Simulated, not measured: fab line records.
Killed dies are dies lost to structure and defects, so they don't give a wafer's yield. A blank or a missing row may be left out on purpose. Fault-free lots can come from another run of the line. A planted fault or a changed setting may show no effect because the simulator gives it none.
Which tool is to blame? -- flow nandHarc -- 14 lots with 42 wafers sampled at 6 steps, on a route of 1302 steps

WHAT THE GAUGES READ, wafer by wafer
NHARC_P_M2_OVL_MEAS_10: pitch 340 nm.
lot,measured,on,overlayXNm (nm),overlayYNm (nm)
L773,day 7 01:35,overlay-02,-0.9 -1.1 -0.7,-0.9 -0.4 0.0
L778,day 8 18:01,overlay-02,-0.7 -0.1 -0.4,0.0 -0.1 -0.2
L779,day 9 07:21,overlay-01,0.9 0.7 0.4,-0.7 -0.5 0.1
L781,day 10 06:14,overlay-01,0.9 0.4 0.8,0.8 0.4 0.7
L782,day 10 16:52,overlay-02,0.9 1.3 1.4,-1.5 -1.3 -1.1
L783,day 11 01:38,overlay-01,-1.8 -1.2 -1.6,-1.0 -0.4 -0.6
L786,day 12 18:15,overlay-01,-0.5 -0.7 -0.7,-0.6 -0.5 -0.6
L787,day 12 19:14,overlay-02,0.1 0.5 0.5,-1.2 -1.2 -1.1
L788,day 13 12:35,overlay-02,-1.2 -1.6 -1.6,1.7 1.4 1.2
L789,day 13 18:17,overlay-02,0.4 0.7 0.9,-0.2 -0.3 -0.4
L792,day 14 13:08,overlay-01,-1.2 -1.2 -1.1,-0.6 -0.5 -0.4
L793,day 14 22:53,overlay-01,0.7 1.0 0.8,-0.9 -0.6 -0.3
L794,day 15 09:13,overlay-02,-0.2 -0.5 -1.2,-0.3 -0.2 -0.4
L795,day 16 04:07,overlay-01,0.2 -0.1 0.0,0.6 0.3 0.0

NHARC_P_M2_CD_MEAS_16.
lot,measured,on,cdNm (nm)
L773,day 7 02:02,cdSem-01,169.5 168.8 169.0
L778,day 8 18:25,cdSem-02,169.1 169.5 170.9
L779,day 9 07:46,cdSem-02,170.1 170.1 168.8
L781,day 10 06:38,cdSem-02,169.4 169.8 171.1
L782,day 10 17:19,cdSem-03,169.1 169.2 169.5
L783,day 11 02:05,cdSem-03,170.2 171.9 170.6
L786,day 12 18:40,cdSem-03,169.4 168.6 168.7
L787,day 12 19:38,cdSem-01,171.3 170.6 169.7
L788,day 13 12:59,cdSem-02,170.9 168.9 169.7
L789,day 13 18:41,cdSem-03,172.3 170.9 171.4
L792,day 14 13:32,cdSem-02,166.9 169.9 167.8
L793,day 14 23:17,cdSem-02,169.4 169.5 168.8
L794,day 15 09:37,cdSem-03,169.6 169.4 170.4
L795,day 16 04:32,cdSem-02,169.6 169.5 169.5

NHARC_P_M2_THK_MEAS_24: measures by xrf.
lot,measured,on,thkNm (nm)
L773,day 7 04:13,filmMetro-01,144.5 145.2 142.3
L778,day 8 20:32,filmMetro-01,143.7 143.5 144.0
L779,day 9 09:55,filmMetro-01,140.2 144.8 143.6
L781,day 10 08:47,filmMetro-01,145.8 146.2 147.2
L782,day 10 19:25,filmMetro-01,142.8 144.0 145.5
L783,day 11 04:13,filmMetro-02,143.9 141.9 143.5
L786,day 12 20:46,filmMetro-01,146.3 145.1 145.6
L787,day 12 21:46,filmMetro-02,30.0 30.1 29.6 29.6 28.9 30.2
L788,day 13 15:07,filmMetro-02,30.7 30.3 30.5 28.9 27.4 29.3
L789,day 13 20:48,filmMetro-01,29.6 31.9 32.2 30.1 31.6 30.0
L792,day 14 15:40,filmMetro-01,144.4 145.3 144.6
L793,day 15 01:34,filmMetro-01,141.7 142.9 143.1
L794,day 15 11:44,filmMetro-01,143.7 144.5 144.8
L795,day 16 06:38,filmMetro-01,143.7 144.4 143.3

WHAT TOOL EACH LOT RAN ON (gives the tool, then ch and the chambers of the sampled wafers, and finally the start)
lot,NHARC_P_M2_PVD_20,NHARC_P_M2_ECD_22,NHARC_P_M2_CMP_23
L773,"pvdSputter-01, day 7 03:11 or earlier","ecdCu-02 ch 0,1, day 7 03:11","cmp-04 ch 0,2,3, day 7 03:53"
L778,"pvdSputter-02, day 8 19:30 or earlier","ecdCu-02 ch 0,1, day 8 19:30","cmp-04 ch 0,2, day 8 20:13"
L779,"pvdSputter-02, day 9 08:52 or earlier","ecdCu-01 ch 0,1, day 9 08:52","cmp-03 ch 2,3, day 9 09:35"
L781,"pvdSputter-03, day 10 07:43 or earlier","ecdCu-01 ch 0,1, day 10 07:43","cmp-02 ch 1,3, day 10 08:29"
L782,"pvdSputter-02, day 10 18:23 or earlier","ecdCu-02 ch 0,1, day 10 18:23","cmp-04 ch 1,2,3, day 10 19:10"
L783,"pvdSputter-03, day 11 03:10 or earlier","ecdCu-01 ch 0,1, day 11 03:10","cmp-03 ch 0,2,3, day 11 03:53"
L786,"pvdSputter-01, day 12 19:44 or earlier","ecdCu-01 ch 0,1, day 12 19:44","cmp-02 ch 0,1,3, day 12 20:31"
L787,"pvdSputter-03, day 12 20:48 or earlier","ecdCu-02 ch 0,1, day 12 20:48","cmp-03 ch 1,2,3, day 12 21:31"
L788,"pvdSputter-02, day 13 14:04 or earlier","ecdCu-02 ch 0,1, day 13 14:04","cmp-03 ch 0,2,3, day 13 14:48"
L789,"pvdSputter-01, day 13 19:52 or earlier","ecdCu-01 ch 0,1, day 13 19:52","cmp-03 ch 2,3, day 13 20:31"
L792,"pvdSputter-03, day 14 14:40 or earlier","ecdCu-02 ch 0,1, day 14 14:40","cmp-02 ch 0,3, day 14 15:21"
L793,"pvdSputter-03, day 15 00:30 or earlier","ecdCu-02 ch 0,1, day 15 00:30","cmp-03 ch 2,3, day 15 01:17"
L794,"pvdSputter-02, day 15 10:44 or earlier","ecdCu-01 ch 0, day 15 10:44","cmp-04 ch 1,2,3, day 15 11:27"
L795,"pvdSputter-02, day 16 05:39 or earlier","ecdCu-01 ch 0,1, day 16 05:39","cmp-02 ch 0,1,3, day 16 06:19"
- NHARC_P_M2_PVD_20: deposits TaN, target thk 5 nm, time 8.06 s.
- NHARC_P_M2_ECD_22: material Cu, target thk 400 nm.
- NHARC_P_M2_CMP_23: polishes, t overpolish 20 s, target thk 144.3 nm.

WHAT THE TOOLS THEMSELVES READ (means of the sampled wafers that have a number; where no wafer has one, the mark that the record gives instead)
NHARC_P_M2_PVD_20.
lot,tool,throttleValvePct (%)
L773,pvdSputter-01,29.8
L778,pvdSputter-02,31.4
L779,pvdSputter-02,30.9
L781,pvdSputter-03,28.8
L782,pvdSputter-02,31.1
L783,pvdSputter-03,29.5
L786,pvdSputter-01,31.2
L787,pvdSputter-03,29.6
L788,pvdSputter-02,30.2
L789,pvdSputter-01,30.4
L792,pvdSputter-03,29.4
L793,pvdSputter-03,29.9
L794,pvdSputter-02,30.8
L795,pvdSputter-02,30.4

NHARC_P_M2_ECD_22.
lot,tool,bathHeatDutyPct (%),bathTempC (C)
L773,ecdCu-02,6.0,24.95
L778,ecdCu-02,6.4,25.04
L779,ecdCu-01,6.6,24.98
L781,ecdCu-01,5.9,25.03
L782,ecdCu-02,6.0,24.94
L783,ecdCu-01,6.7,24.99
L786,ecdCu-01,6.9,24.99
L787,ecdCu-02,-,-
L788,ecdCu-02,-,-
L789,ecdCu-01,-,-
L792,ecdCu-02,6.1,24.98
L793,ecdCu-02,5.8,25.09
L794,ecdCu-01,6.0,25.12
L795,ecdCu-01,6.3,24.94

NHARC_P_M2_CMP_23.
lot,tool,motorCurrentA (A),timeToEndpointS (s)
L773,cmp-04,12.0,26
L778,cmp-04,11.8,26
L779,cmp-03,11.7,30
L781,cmp-02,12.2,27
L782,cmp-04,13.5,30
L783,cmp-03,11.9,27
L786,cmp-02,12.2,29
L787,cmp-03,12.1,1
L788,cmp-03,12.0,3
L789,cmp-03,11.7,1
L792,cmp-02,11.8,31
L793,cmp-03,11.1,27
L794,cmp-04,13.3,28
L795,cmp-02,12.0,28

THE ANSWER, worked out from the rows above alone
Rule: the lots themselves supply what counts as usual. The widest of any qualifying gaps counts: lots, ordered by their means at a reading, are off when they make up no more than a third of the lots, leave a main group of 4 or more, and stand apart from it by 3 or more times the standard deviation of that group's means. If all means in a main group match to the digits the tables above print for the reading, that group is not used. A lot without any number at a reading at which 4 lots or more have one is off too. Any other lot the step has rows for is counted as sound. After the gauges, taken in route order, come the tools' own readings; for these a lot's mean is taken, as printed above. The first step at which some lot is off is used, and at that step the reading that is off furthest; a lot without a number counts as furthest.
Off: L787, L788, L789 (NHARC_P_M2_THK_MEAS_24, thkNm). Main group: mean 144.1 nm, sd 1.1.
A tool fits if, at a process step before that reading, it ran every lot that is off, and no sound lot after the first of them. Not tried: the gauges at NHARC_P_M2_THK_MEAS_24; whatever is off there is also off at NHARC_P_M2_ECD_22, on other tools, and gauge error can't account for it. NHARC_P_M2_PVD_20: start missing for some lots; hours and lot order therefore follow NHARC_P_M2_ECD_22. Not one of the candidates tried fits.

WHAT HAD BEEN PUT IN BY THE SIMULATOR
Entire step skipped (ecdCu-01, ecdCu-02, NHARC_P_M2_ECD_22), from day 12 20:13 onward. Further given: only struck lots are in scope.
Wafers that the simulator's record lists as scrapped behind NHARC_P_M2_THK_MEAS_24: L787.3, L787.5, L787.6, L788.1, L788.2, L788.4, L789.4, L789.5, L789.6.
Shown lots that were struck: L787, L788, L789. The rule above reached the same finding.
